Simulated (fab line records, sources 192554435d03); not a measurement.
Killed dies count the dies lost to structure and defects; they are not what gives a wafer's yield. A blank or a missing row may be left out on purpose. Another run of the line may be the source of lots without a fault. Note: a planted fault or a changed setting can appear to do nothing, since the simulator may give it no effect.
Chamber matching + flow n5 finfet + N5_BEOL_M13_VIA_ETCH_16 on rie diel-05: 4 sister chambers
The step etches SiOC in C4F8/O2/Ar, target depth 921.7 nm. 14 wafers are shown with their chamber, then 7 later ones without.

== EACH WAFER AND ITS CHAMBER ==
| wafer  | chamber | showerhead plenum p Torr (Torr) | drypump motor current A (A) | throttle valve pct (%) |
|--------|---------|---------------------------------|-----------------------------|------------------------|
| L076.1 | 0       | 3.28                            | 5.2                         | 24.40                  |
| L076.4 | 1       | 3.41                            | 5.8                         | 24.07                  |
| L076.6 | 3       | 3.55                            | 5.6                         | 24.51                  |
| L079.2 | 1       | 3.40                            | 5.8                         | 24.10                  |
| L079.3 | 3       | 3.55                            | 5.6                         | 24.52                  |
| L079.6 | 3       | 3.55                            | 5.7                         | 24.52                  |
| L082.1 | 0       | 3.28                            | 5.1                         | 24.42                  |
| L082.5 | 2       | 3.42                            | 5.9                         | 24.00                  |
| L082.6 | 3       | 3.54                            | 5.7                         | 24.51                  |
| L083.2 | 1       | 3.40                            | 5.8                         | 24.10                  |
| L083.4 | 1       | 3.40                            | 5.8                         | 24.11                  |
| L083.6 | 2       | 3.42                            | 5.8                         | 24.01                  |
| L088.1 | 3       | 3.54                            | 5.7                         | 24.14                  |
| L088.3 | 1       | 3.39                            | 5.8                         | 24.09                  |

SIGNATURES (means of the wafers above)
| reading                  | chamber 0 | chamber 1 | chamber 2 | chamber 3 | scatter within a chamber |
|--------------------------|-----------|-----------|-----------|-----------|--------------------------|
| showerhead plenum p Torr | 3.2800    | 3.4000    | 3.4200    | 3.5460    | 0.00566                  |
| drypump motor current A  | 5.150     | 5.800     | 5.850     | 5.660     | 0.0469                   |
| throttle valve pct       | 24.4100   | 24.0940   | 24.0050   | 24.4400   | 0.107                    |
Rule: a wafer's distance from a chamber is the root of the sum, over the readings, of the square of ((its reading less the chamber's mean) divided by the reading's scatter). If the next closest chamber is less than 2 further off than the closest, the wafer can't be placed; otherwise it belongs to the closest. How the scatter is found: for the shown wafers, subtract from each reading the mean of its chamber, square and add these, divide the total by (wafers less chambers), then take the root.

== WAFERS WHOSE CHAMBER IS MISSING ==
| wafer  | showerhead plenum p Torr (Torr) | drypump motor current A (A) | throttle valve pct (%) |
|--------|---------------------------------|-----------------------------|------------------------|
| L088.5 | 3.39                            | 5.8                         | 24.11                  |
| L089.1 | 3.54                            | 5.7                         | 24.14                  |
| L089.2 | 3.41                            | 5.8                         | 24.04                  |
| L089.6 | 3.27                            | 5.2                         | 24.44                  |
| L095.3 | 3.39                            | 5.8                         | 24.11                  |
| L095.4 | 3.41                            | 5.9                         | 24.05                  |
| L095.6 | 3.41                            | 5.8                         | 24.03                  |

== WHICH CHAMBER EACH WENT THROUGH ==
| wafer  | from the rows above     | in truth |
|--------|-------------------------|----------|
| L088.5 | 1                       | 1        |
| L089.1 | 3                       | 3        |
| L089.2 | can't be placed: 1 or 2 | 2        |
| L089.6 | 0                       | 0        |
| L095.3 | 1                       | 1        |
| L095.4 | can't be placed: 2 or 1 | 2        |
| L095.6 | can't be placed: 1 or 2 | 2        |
Placed correctly: 4 of 7. Not placeable from these rows: 3 (in 3, the candidates include the true chamber). Placed wrongly: 0.
